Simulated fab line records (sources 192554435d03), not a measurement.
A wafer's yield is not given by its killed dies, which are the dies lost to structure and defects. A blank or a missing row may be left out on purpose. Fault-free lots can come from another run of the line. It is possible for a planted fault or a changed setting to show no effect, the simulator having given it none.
Chamber matching | flow n5Finfet | rieDiel-02 running N5_BEOL_M1_ETCH_77: 4 sister chambers
The step etches underlayer in N2/H2, target depth 6.5 nm, time 5.2 s. 14 wafers are shown with their chamber, then 7 later ones without.

## EACH WAFER AND ITS CHAMBER
wafer  | chamber | drypumpMotorCurrentA (A) | showerheadPlenumPTorr (Torr) | throttleValvePct (%)
L983.1 | 0       | 5.7                      | 2.54                         | 17.69
L983.2 | 1       | 6.2                      | 2.61                         | 17.63
L983.5 | 1       | 6.2                      | 2.61                         | 17.63
L987.2 | 0       | 5.7                      | 2.53                         | 17.69
L987.4 | 0       | 5.8                      | 2.53                         | 17.70
L987.5 | 2       | 5.0                      | 2.53                         | 17.80
L100.1 | 2       | 5.0                      | 2.52                         | 17.81
L100.3 | 0       | 5.7                      | 2.52                         | 17.76
L100.5 | 1       | 6.2                      | 2.59                         | 17.70
L101.1 | 0       | 5.8                      | 2.52                         | 17.76
L101.2 | 1       | 6.2                      | 2.59                         | 17.69
L101.5 | 3       | 5.9                      | 2.42                         | 18.08
L102.2 | 0       | 5.8                      | 2.52                         | 17.75
L102.3 | 3       | 5.9                      | 2.42                         | 18.07

SIGNATURES (means of the wafers above)
reading               | chamber 0 | chamber 1 | chamber 2 | chamber 3 | scatter within a chamber
drypumpMotorCurrentA  | 5.750     | 6.200     | 5.000     | 5.900     | 0.0387
showerheadPlenumPTorr | 2.5267    | 2.6000    | 2.5250    | 2.4200    | 0.00885
throttleValvePct      | 17.7250   | 17.6625   | 17.8050   | 18.0750   | 0.0324
Rule: distance of a wafer from a chamber = root of the sum over the readings of ((wafer's reading minus chamber's mean) / reading's scatter) squared. If the next closest chamber is less than 2 further off than the closest, the wafer can't be placed; otherwise it belongs to the closest. How the scatter is found: for the shown wafers, subtract from each reading the mean of its chamber, square and add these, divide the total by (wafers less chambers), then take the root.

## WAFERS WITH NO CHAMBER GIVEN
wafer  | drypumpMotorCurrentA (A) | showerheadPlenumPTorr (Torr) | throttleValvePct (%)
L102.5 | 5.0                      | 2.51                         | 17.80
L103.2 | 5.0                      | 2.51                         | 17.83
L103.4 | 5.8                      | 2.52                         | 17.75
L103.6 | 5.8                      | 2.52                         | 17.77
L104.2 | 5.0                      | 2.51                         | 17.81
L104.3 | 5.7                      | 2.52                         | 17.77
L104.6 | 4.9                      | 2.51                         | 17.84

## WHICH CHAMBER EACH WENT THROUGH
wafer  | from the rows above | in truth
L102.5 | 2                   | 2
L103.2 | 2                   | 2
L103.4 | 0                   | 0
L103.6 | 0                   | 0
L104.2 | 2                   | 2
L104.3 | 0                   | 0
L104.6 | 2                   | 2
Correctly placed: 7 of 7. Number that these rows cannot place: 0. Wrongly placed: 0.
